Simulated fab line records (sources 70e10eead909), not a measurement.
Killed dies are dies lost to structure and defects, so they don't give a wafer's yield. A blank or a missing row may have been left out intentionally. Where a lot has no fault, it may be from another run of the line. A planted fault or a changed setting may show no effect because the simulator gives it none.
fab line records :: flow nand-harc
record:
  lots: 6
  wafers: 18
  last-day: 33
route steps=1302 shown A_STAIRCASE@752
lots untouched by any fault: they come from a run of this same line in which no faults occurred
start-h: the number of hours between the record's first day and the start of the first shown wafer of the lot :: wait-h: hours from the lot's prior step to this one :: " the same as in the row above :: L1.1+2: one row covering several wafers at once :: - no value, or no start was given :: * or withheld: withheld :: < > ~ a bound
route shown NAME@n: NAME is a module with steps in the file, n the number in the route of the first one :: usual: mean/standard deviation taken from wafers without a fault :: same: alike in all rows :: chamber/n: place in a boat :: sites: readings site by site :: _std_site: the values' standard deviation :: _edge_site: inner sites' mean taken away from outer sites' mean :: radius-mm: for every site, how far away it sits from the centre of the wafer :: mask NAME#n: copy n :: behind: the most recent tool/chamber to have shaped the wafer :: hold: the reason the lot was held/the length of the hold in hours/how it ended :: device: which transistor (n, p or np) failed to switch :: end of line: the tests these same wafers got at the end of their route :: a step with no rows: only its recipe :: killed: dies that structure and defects cost at the first sort, which is not the same as the wafer's yield :: map: dies across one wafer; x = killed, . = not, _ = none there
set.NAME: the setting the step ran with; set.NAME@STEP: the setting that earlier step ran with :: model.NAME: the simulator's own value behind a step, which no gauge read
a table for each step, a row for each wafer; lots at some steps of the route
services: from which hour (start-h, from the record's first day; less than 0 if before it) a tool's chamber was out of use, for how many hours, and why
== steps ==
step: NHARC_A_STAIRCASE_STRIP_238
recipe:
  power-w: 1500
  temp-c: 250
  chemistry: O2
usual:
  drypump-motor-current-A: 5.38/0.1
  heater-power-w: 353/19
  temp-c: 250.00/0.17
lot.wafer: L497.2
tool: plasma-asher-02
chamber: 1
start-h: 399.41
wait-h: 0.1
drypump-motor-current-A: 5.47
heater-power-w: 356
rf-hours-counter-h: 31
temp-c: 250.04

lot.wafer: L497.1
tool: plasma-asher-02
chamber: 0
start-h: 399.41
wait-h: 0.1
drypump-motor-current-A: 5.41
heater-power-w: 356
rf-hours-counter-h: 31
temp-c: 250.05

lot.wafer: L497.3
tool: plasma-asher-02
chamber: 0
start-h: 399.41
wait-h: 0.1
drypump-motor-current-A: 5.40
heater-power-w: 373
rf-hours-counter-h: -
temp-c: 249.84

lot.wafer: L500.1
tool: plasma-asher-01
chamber: 1
start-h: 430.07
wait-h: 0.1
drypump-motor-current-A: 5.23
heater-power-w: 319
rf-hours-counter-h: 18
temp-c: 249.93

lot.wafer: L500.4
tool: plasma-asher-01
chamber: 0
start-h: 430.07
wait-h: 0.1
drypump-motor-current-A: 5.35
heater-power-w: 348
rf-hours-counter-h: -
temp-c: 250.09

lot.wafer: L500.6
tool: plasma-asher-01
chamber: 1
start-h: 430.07
wait-h: 0.1
drypump-motor-current-A: 5.20
heater-power-w: 324
rf-hours-counter-h: -
temp-c: 250.23

lot.wafer: L510.2
tool: plasma-asher-02
chamber: 1
start-h: 521.41
wait-h: 0.1
drypump-motor-current-A: 5.49
heater-power-w: 359
rf-hours-counter-h: 15
temp-c: 249.80

lot.wafer: L510.4
tool: plasma-asher-02
chamber: 1
start-h: 521.41
wait-h: 0.1
drypump-motor-current-A: 5.50
heater-power-w: 347
rf-hours-counter-h: -
temp-c: 249.85

lot.wafer: L510.6
tool: plasma-asher-02
chamber: 0
start-h: 521.41
wait-h: 0.1
drypump-motor-current-A: 5.41
heater-power-w: 373
rf-hours-counter-h: -
temp-c: 250.17

lot.wafer: L507.4
tool: plasma-asher-02
chamber: 0
start-h: 521.74
wait-h: 0.3
drypump-motor-current-A: 5.38
heater-power-w: 373
rf-hours-counter-h: -
temp-c: 249.90

lot.wafer: L507.5
tool: plasma-asher-02
chamber: 0
start-h: 521.74
wait-h: 0.3
drypump-motor-current-A: 5.41
heater-power-w: 364
rf-hours-counter-h: -
temp-c: 249.73

lot.wafer: L507.6
tool: plasma-asher-02
chamber: 1
start-h: 521.74
wait-h: 0.3
drypump-motor-current-A: 5.47
heater-power-w: 363
rf-hours-counter-h: -
temp-c: 249.93

lot.wafer: L515.2
tool: plasma-asher-02
chamber: 1
start-h: 573.04
wait-h: 0.1
drypump-motor-current-A: 5.48
heater-power-w: 365
rf-hours-counter-h: 27
temp-c: 250.21

lot.wafer: L515.3
tool: plasma-asher-02
chamber: 1
start-h: 573.04
wait-h: 0.1
drypump-motor-current-A: 5.46
heater-power-w: 359
rf-hours-counter-h: -
temp-c: 250.19

lot.wafer: L515.6
tool: plasma-asher-02
chamber: 1
start-h: 573.04
wait-h: 0.1
drypump-motor-current-A: 5.48
heater-power-w: 358
rf-hours-counter-h: -
temp-c: 250.06

lot.wafer: L516.4
tool: plasma-asher-02
chamber: 1
start-h: 596.63
wait-h: 0.2
drypump-motor-current-A: 5.46
heater-power-w: 359
rf-hours-counter-h: -
temp-c: 250.46

lot.wafer: L516.6
tool: plasma-asher-02
chamber: 1
start-h: 596.63
wait-h: 0.2
drypump-motor-current-A: 5.50
heater-power-w: 357
rf-hours-counter-h: -
temp-c: 249.87

lot.wafer: L516.5
tool: plasma-asher-02
chamber: 0
start-h: 596.63
wait-h: 0.2
drypump-motor-current-A: 5.41
heater-power-w: 374
rf-hours-counter-h: -
temp-c: 250.10
step: NHARC_A_STAIRCASE_STRIP_239
recipe:
  time-s: 900
  temp-c: 130
  chemistry: SPM
step: NHARC_A_STAIRCASE_PRECLEAN_240
recipe:
  time-s: *
  temp-c: 50
  bath-age-min: 0
  chemistry: SC1
step: NHARC_A_STAIRCASE_SRD_241
step: NHARC_A_STAIRCASE_DEHYDRATE_242
recipe:
  temp-c: 150
  time-s: 120
step: NHARC_A_STAIRCASE_HMDS_243
recipe:
  time-s: 30
step: NHARC_A_STAIRCASE_COAT_244
recipe:
  spin-rpm: 1200
step: NHARC_A_STAIRCASE_SOFTBAKE_245
recipe:
  temp-c: 135
  time-s: 170
step: NHARC_A_STAIRCASE_EBR_246
step: NHARC_A_STAIRCASE_EXPOSE_247
recipe:
  na: 0.5
  dose-mj: 25.34
  mask-id: SDS_1
step: NHARC_A_STAIRCASE_PEB_248
recipe:
  peb-temp-c: 115
  peb-time-s: 130
step: NHARC_A_STAIRCASE_DEVELOP_249
recipe:
  time-s: 140
usual:
  chill-plate-temp-C: 23.02/0.11
  exhaust-pa: 45.0/0.79
lot.wafer: L497.1
tool: litho-track-03
chamber: 0
start-h: 400
wait-h: -
chill-plate-temp-C: 23.05
exhaust-pa: 44.3

lot.wafer: L497.2
tool: litho-track-03
chamber: 0
start-h: 400
wait-h: -
chill-plate-temp-C: 22.92
exhaust-pa: 44.8

lot.wafer: L497.3
tool: litho-track-03
chamber: 0
start-h: 400
wait-h: -
chill-plate-temp-C: 23.00
exhaust-pa: 45.2

lot.wafer: L500.1
tool: litho-track-02
chamber: 0
start-h: 431
wait-h: -
chill-plate-temp-C: 22.86
exhaust-pa: 44.2

lot.wafer: L500.4
tool: litho-track-02
chamber: 0
start-h: 431
wait-h: -
chill-plate-temp-C: 22.86
exhaust-pa: 46.3

lot.wafer: L500.6
tool: litho-track-02
chamber: 0
start-h: 431
wait-h: -
chill-plate-temp-C: 23.01
exhaust-pa: 44.5

lot.wafer: L510.2
tool: litho-track-02
chamber: -
start-h: 522
wait-h: -
chill-plate-temp-C: -
exhaust-pa: -

lot.wafer: L510.4
tool: litho-track-02
chamber: -
start-h: 522
wait-h: -
chill-plate-temp-C: -
exhaust-pa: -

lot.wafer: L510.6
tool: litho-track-02
chamber: -
start-h: 522
wait-h: -
chill-plate-temp-C: -
exhaust-pa: -

lot.wafer: L507.4
tool: litho-track-03
chamber: -
start-h: 522
wait-h: -
chill-plate-temp-C: -
exhaust-pa: -

lot.wafer: L507.5
tool: litho-track-03
chamber: -
start-h: 522
wait-h: -
chill-plate-temp-C: -
exhaust-pa: -

lot.wafer: L507.6
tool: litho-track-03
chamber: -
start-h: 522
wait-h: -
chill-plate-temp-C: -
exhaust-pa: -

lot.wafer: L515.2
tool: litho-track-07
chamber: 0
start-h: 574
wait-h: -
chill-plate-temp-C: 23.02
exhaust-pa: 44.7

lot.wafer: L515.3
tool: litho-track-07
chamber: 0
start-h: 574
wait-h: -
chill-plate-temp-C: 22.94
exhaust-pa: 45.3

lot.wafer: L515.6
tool: litho-track-07
chamber: 0
start-h: 574
wait-h: -
chill-plate-temp-C: 23.17
exhaust-pa: 45.1

lot.wafer: L516.4
tool: litho-track-07
chamber: 0
start-h: 597
wait-h: -
chill-plate-temp-C: 23.03
exhaust-pa: 44.8

lot.wafer: L516.5
tool: litho-track-07
chamber: 0
start-h: 597
wait-h: -
chill-plate-temp-C: 22.90
exhaust-pa: 44.1

lot.wafer: L516.6
tool: litho-track-07
chamber: 0
start-h: 597
wait-h: -
chill-plate-temp-C: 22.99
exhaust-pa: 45.7
== services ==
tool: litho-track-02
chamber: -
start-h: 402.00
hours: 7.0
kind: pm

tool: plasma-asher-02
chamber: -
start-h: 418.00
hours: 1.7
kind: repair

tool: plasma-asher-02
chamber: -
start-h: 423.32
hours: 1.7
kind: repair

tool: litho-track-07
chamber: -
start-h: 426.00
hours: 7.0
kind: pm

tool: plasma-asher-02
chamber: -
start-h: 426.61
hours: 9.0
kind: pm

tool: plasma-asher-02
chamber: 0
start-h: 426.61
hours: 16.5
kind: vent-cycle

tool: plasma-asher-02
chamber: 1
start-h: 426.61
hours: 16.5
kind: vent-cycle

tool: litho-track-03
chamber: -
start-h: 450.01
hours: 7.0
kind: pm

tool: plasma-asher-01
chamber: -
start-h: 519.00
hours: 9.0
kind: pm

tool: plasma-asher-01
chamber: 0
start-h: 519.00
hours: 9.0
kind: vent-cycle

tool: plasma-asher-01
chamber: 1
start-h: 519.00
hours: 9.0
kind: vent-cycle

tool: plasma-asher-01
chamber: 0
start-h: 528.00
hours: -
kind: clean

tool: plasma-asher-01
chamber: 1
start-h: 528.00
hours: -
kind: clean

tool: litho-track-02
chamber: -
start-h: 577.00
hours: 7.0
kind: pm
== key ==
first-sign:
  step: NHARC_A_STAIRCASE_DEVELOP_249
  reading: tool-record
  direction: missing
effect none on later readings
met-at NHARC_A_STAIRCASE_DEVELOP_249
struck-wafers L507.4,L507.5,L507.6,L510.2,L510.4,L510.6
later-rows-left-out L507.4,L507.5,L507.6,L510.2,L510.4,L510.6
sort-left-out L507.4,L507.5,L507.6,L510.2,L510.4,L510.6
tester-left-out L507,L510
onset-between 431 522
fault:
  kind: skipped-step-whole
  tool: litho-track-02,litho-track-03
  chamber: -
  onset-h: 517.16
  steps: NHARC_A_STAIRCASE_DEVELOP_249
  scope: struck-lots-only
tester-left-out: of these lots the tester's yield and bins aren't shown, on N5 and GAA mostly nor the transistor test; their killed dies are dies lost to structure and defects alone, not to doping, threshold or leakage, so they don't give the yield
sort-left-out: the simulated sort isn't trusted on such a fault, so these wafers' sort isn't shown, and their yield isn't known
later-rows-left-out: the simulator's readings of these wafers behind a module that went badly wrong aren't trusted and aren't shown, but for the sort
